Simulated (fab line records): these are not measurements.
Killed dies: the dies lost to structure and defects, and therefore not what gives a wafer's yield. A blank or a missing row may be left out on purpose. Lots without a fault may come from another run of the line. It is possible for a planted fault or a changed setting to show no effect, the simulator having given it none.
Comparing a struck lot with a sound one    flow n5-finfet    15 out of 1938 route steps
Sound: wafers L319.2, L319.3, L319.4. The struck wafers were L330.4, L330.5. Last of all comes the cause.
Per side, at each step with rows, come the tool, then ch with its chambers, and then its first start. Under that, the readings that differ: sound wafers    struck wafers    difference of the means    sigmas: that difference in standard deviations of wafers without a fault.
alike: readings whose means differ by less than 2 such deviations, and words and numbers that are the same on both sides. not compared: withheld readings, readings that some wafer has no value for, bounds like >300 that may hide the same value, and numbers for which the record gives no deviation and whose values overlap.
Wherever a step has rows on one side only, a row that says differs or no value, or a row with sigmas, the two part there. Numbers that have no deviation but don't overlap get no sigmas and don't part them. Lack of a reading on every wafer of one side parts them only where that side has two or more wafers.

first, 7 steps without rows for these wafers: N5_BEOL_M14_COAT_22 (resist thk 300 nm); N5_BEOL_M14_EBR_24; N5_BEOL_M14_SOFTBAKE_23 (time 60 s); N5_BEOL_M14_EXPOSE_25 (exposes mask M14, target cd 280 nm); N5_BEOL_M14_PEB_26 (peb time 90 s); N5_BEOL_M14_DEVELOP_27 (develop time 45 s); N5_BEOL_M14_HARDBAKE_32 (time 120 s).
N5_BEOL_M14_CD_MEAS_28: the cd target is 284.4 nm.
  sound on cd-sem-01 ch 0, day 12 14:00; struck on cd-sem-03 ch 0, day 15 11:38
  alike: cd-nm
N5_BEOL_M14_OVL_MEAS_29:
  sound on overlay-01 ch 0, day 12 14:02; struck on overlay-01 ch 0, day 15 11:40
  alike: M14_OVL
N5_BEOL_M14_INSPECT_30: inspects for defects (macro).
  sound on defect-inspect-01, day 12 14:04; struck on defect-inspect-01, day 15 11:41
  alike: raw-defect-count
N5_BEOL_M14_DESCUM_33: chemistry O2, time 7.9 s.
  sound on rie-diel-05 ch 1,2,3, day 12 14:05; struck on rie-diel-06 ch 2, day 15 11:43
  alike: drypump-motor-current-A, oes-product-au, rf-vpp-V, showerhead-plenum-p-Torr, throttle-valve-pct
  not compared: rf-hours-counter-h
N5_BEOL_M14_ETCH_67: etches SiARC in CF4, target depth 143 nm, time 238.3 s.
  sound on rie-diel-05 ch 1,2,3, day 12 14:08; struck on rie-diel-06 ch 2, day 15 11:46
  alike: bias-w, cf4-flow-sccm, drypump-motor-current-A, etch-rf-on-time-s, oes-product-au, rf-vpp-V, showerhead-plenum-p-Torr, throttle-valve-pct
  not compared: rf-hours-counter-h
N5_BEOL_M14_ETCH_68: etches SOC in N2/H2, time 450 s.
  sound on rie-diel-05 ch 1,2,3, day 12 14:16; struck on rie-diel-06 ch 2, day 15 11:55
reading                                      sound           struck     difference  sigmas
oes-product-au (a.u.)                        0.92 0.85 0.78  0.63 0.63  -0.22       -2
model.SiARC_of_BEOL_M14_COAT_66.thk-nm (nm)  65 66.2 65.8    72.8 72.4  +6.9        
  alike: bias-w, drypump-motor-current-A, rf-vpp-V, showerhead-plenum-p-Torr, throttle-valve-pct
  not compared: rf-hours-counter-h
then, 2 steps without rows for these wafers: N5_BEOL_M14_STRIP_69 (strips in N2/H2); N5_PASSIVATION_PROBE_49.

== WHERE THEY PART ==
Only at N5_BEOL_M14_ETCH_68, as far as this record shows.

WHY: the cause the simulator had injected
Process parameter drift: rie-diel-06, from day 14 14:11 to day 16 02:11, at N5_BEOL_M14_ETCH_68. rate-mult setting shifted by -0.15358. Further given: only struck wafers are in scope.
